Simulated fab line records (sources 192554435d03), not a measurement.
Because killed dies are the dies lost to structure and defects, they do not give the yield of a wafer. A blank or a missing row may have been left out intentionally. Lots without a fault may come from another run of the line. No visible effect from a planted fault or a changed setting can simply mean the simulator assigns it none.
Split-lot study ; flow n5_finfet ; 39 wafers read across 7 lots, on a route 1938 steps long

THE SPLIT
At N5_BEOL_M0_SAQP_ALD_48 (deposits SiO2, target thk 20 nm, pulse time 1 s, co reactant pulse time 1 s), the setting ald_cycles was moved away from the recipe's 139 on 9 of the 39 wafers read, by -31.7% to +56.1%. This setting was run at the recipe's value on the other wafers.

FROM THE SPLIT TO THE READING: what the file shows between them, 10 steps
- N5_BEOL_M0_SAQP_ETCH_49: etches SiO2 in CF4/O2, target depth 37 nm
- N5_BEOL_M0_SAQP_STRIP_75: strips in CF4
- N5_BEOL_M0_CUTY_COAT_50: time 60 s, resist thk 15 nm
- N5_BEOL_M0_CUTY_COAT_51: resist thk 150 nm
- N5_BEOL_M0_CUTY_DESCUM_61: chemistry O2, time 7.9 s
- N5_BEOL_M0_CUTY_ETCH_62: etches SiARC in CF4, time 58.5 s
- N5_BEOL_M0_CUTY_ETCH_63: etches SOC in N2/H2, target depth 82.7 nm, overetch 16.5 nm, time 124 s
- N5_BEOL_M0_CUTY_STRIP_64: strips in N2/H2
- N5_BEOL_M0_ETCH_138: etches SiCN in CH3F/O2, target depth 12 nm, time 31.6 s
- N5_BEOL_M0_HM_OPEN_105: chemistry Cl2/BCl3, target TiN, target depth 12 nm

THE READING
SiO2_of_BEOL_M0_SAQP_ALD_48.thk_nm (the simulator's own value, which no gauge read), in nm, at N5_BEOL_M0_STRIP_140 (strips in CF4). The file does not state a usual value for it. Average 11.2 nm, standard deviation 0.57 nm, over the 30 wafers here run with the recipe.

wafer;tool, chamber at the split;ald_cycles as run;against the recipe;SiO2_of_BEOL_M0_SAQP_ALD_48.thk_nm, nm;against lot-mates on the recipe
L076.1;ald_sin-03, 0,2,1;139;recipe;11.6;-
L076.2;ald_sin-03, 0,2,1;139;recipe;11.2;-
L076.3;ald_sin-03, 0,2,1;139;recipe;11;-
L076.4;ald_sin-03, 1,2,0;169;+21.6%;14.8;+3.5
L076.5;ald_sin-03, 1,2,0;169;+21.6%;14.2;+2.9
L076.6;ald_sin-03, 1,2,0;169;+21.6%;13.2;+1.9
L078.1;ald_sin-03, 3,0;139;recipe;11.6;-
L078.2;ald_sin-03, 0,1,2,3;139;recipe;10.6;-
L078.4;ald_sin-03, 0,1,2,3;139;recipe;10.6;-
L078.5;ald_sin-03, 3,0;139;recipe;10.6;-
L078.3;ald_sin-03, 0,1,2,3;139;recipe;11;-
L078.6;ald_sin-03, 0,1,2,3;139;recipe;11.2;-
L084.1;ald_sin-04, 3,0;139;recipe;12;-
L084.6;ald_sin-04, 0;139;recipe;12;-
L084.2;ald_sin-04, 3,0;139;recipe;11;-
L087.1;ald_sin-01, 0;139;recipe;11.6;-
L087.6;ald_sin-01, 2,1,0;139;recipe;11.6;-
L087.2;ald_sin-01, 1,3;139;recipe;10.8;-
L087.4;ald_sin-01, 1,3;139;recipe;10.8;-
L087.3;ald_sin-01, 2,1,0;139;recipe;10.6;-
L087.5;ald_sin-01, 2,1,0;139;recipe;10.6;-
L093.1;ald_sin-03, 1,0;139;recipe;11.6;-
L093.2;ald_sin-03, 3,2,0;217;+56.1%;17.6;+6.5
L093.3;ald_sin-03, 3,2,0;217;+56.1%;17;+5.9
L093.4;ald_sin-03, 3,2,0;217;+56.1%;18;+6.9
L093.5;ald_sin-03, 1;139;recipe;10.6;-
L093.6;ald_sin-03, 1,0;139;recipe;11.2;-
L096.1;ald_sin-04, 1;139;recipe;9.8;-
L096.2;ald_sin-04, 0,3;95;-31.7%;6.6;-3.7
L096.3;ald_sin-04, 2;139;recipe;10.6;-
L096.4;ald_sin-04, 3;95;-31.7%;7.2;-3.1
L096.5;ald_sin-04, 0,3;95;-31.7%;7.4;-2.9
L096.6;ald_sin-04, 2;139;recipe;10.4;-
L097.1;ald_sin-04, 1,0,3,0,3;139;recipe;12;-
L097.2;ald_sin-04, 1,0,3,0,3;139;recipe;11.4;-
L097.6;ald_sin-04, 1,0,3,0,3;139;recipe;11.4;-
L097.3;ald_sin-04, 1,0,3,0,3;139;recipe;11.6;-
L097.5;ald_sin-04, 1,0,3,0,3;139;recipe;11.6;-
L097.4;ald_sin-04, 2;139;recipe;12.2;-
The file does not say which wafer passed through which chamber wherever a row lists several chambers: such a row stands for several wafers.

THE FIT
A straight line over all 39 wafers: SiO2_of_BEOL_M0_SAQP_ALD_48.thk_nm changes by +0.119 nm for each +1% of ald_cycles; r = +0.97; the points scatter about the line by 0.59 nm.
The same after taking each lot's own level away (the mean of its wafers on the recipe; 39 wafers): +0.112 nm for each +1%; r = +0.98; scatter 0.44 nm.
The reading moves by 6.3 nm for the largest change in ald_cycles, on that fit.
The span of the lots' own levels, 10.27 to 11.70 nm, comes to 2.5 times the standard deviation stated above.
The two slopes are in agreement: the lot-to-lot level therefore moves the slope only a little.
Check: +6.33 nm against its lot-mates is what the line predicts for one of the wafers moved furthest among these (+56.1%) when that wafer is left out of the fit. Against them it came out at +6.47 nm.

FURTHER SPLITS ON THESE WAFERS
Other splits were also applied to these wafers ahead of the reading. Each is held against what the fit with the lots' levels taken away leaves over:
other split on the same wafers;wafers away from the commonest value;r with SiO2_of_BEOL_M0_SAQP_ALD_48.thk_nm (lot level and that fit taken away)
N5_FIN_SAQP_ALD_61 ald_cycles;12;+0.19
N5_SD_EPI_N_ETCH_45 target_depth_a;15;-0.09
N5_BEOL_M0_SAQP_PECVD_04 time_s;15;+0.03

THE WHOLE CHAIN: every reading that the file lists as answering this split, in the file's order
step;what it does;reading;change (the file's fit);r (the file's)
N5_BEOL_M0_SAQP_ALD_48;deposits SiO2, target thk 20 nm, pulse time 1 s, co reactant pulse time 1 s;SiO2_of_BEOL_M0_SAQP_ALD_48.thk_nm (the simulator's own value, which no gauge read);+0.2 nm for each +1% of the setting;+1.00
N5_BEOL_M0_SAQP_ETCH_49;etches SiO2 in CF4/O2, target depth 37 nm;SiO2_of_BEOL_M0_SAQP_ALD_48.thk_nm (the simulator's own value, which no gauge read);+0.146 nm for each +1% of the setting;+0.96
N5_BEOL_M0_SAQP_STRIP_75;strips in CF4;SiO2_of_BEOL_M0_SAQP_ALD_48.thk_nm (the simulator's own value, which no gauge read);+0.144 nm for each +1% of the setting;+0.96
N5_BEOL_M0_CUTY_ETCH_62;etches SiARC in CF4, time 58.5 s;SiO2_of_BEOL_M0_SAQP_ALD_48.thk_nm (the simulator's own value, which no gauge read);+0.129 nm for each +1% of the setting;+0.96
N5_BEOL_M0_CUTY_ETCH_63;etches SOC in N2/H2, target depth 82.7 nm, overetch 16.5 nm, time 124 s;SiO2_of_BEOL_M0_SAQP_ALD_48.thk_nm (the simulator's own value, which no gauge read);+0.121 nm for each +1% of the setting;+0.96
N5_BEOL_M0_STRIP_140;strips in CF4;SiO2_of_BEOL_M0_SAQP_ALD_48.thk_nm (the simulator's own value, which no gauge read);+0.113 nm for each +1% of the setting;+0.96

THE FILE'S OWN FIT
SiO2_of_BEOL_M0_SAQP_ALD_48.thk_nm changes by +0.113 nm for each +1% of ald_cycles, r = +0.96.
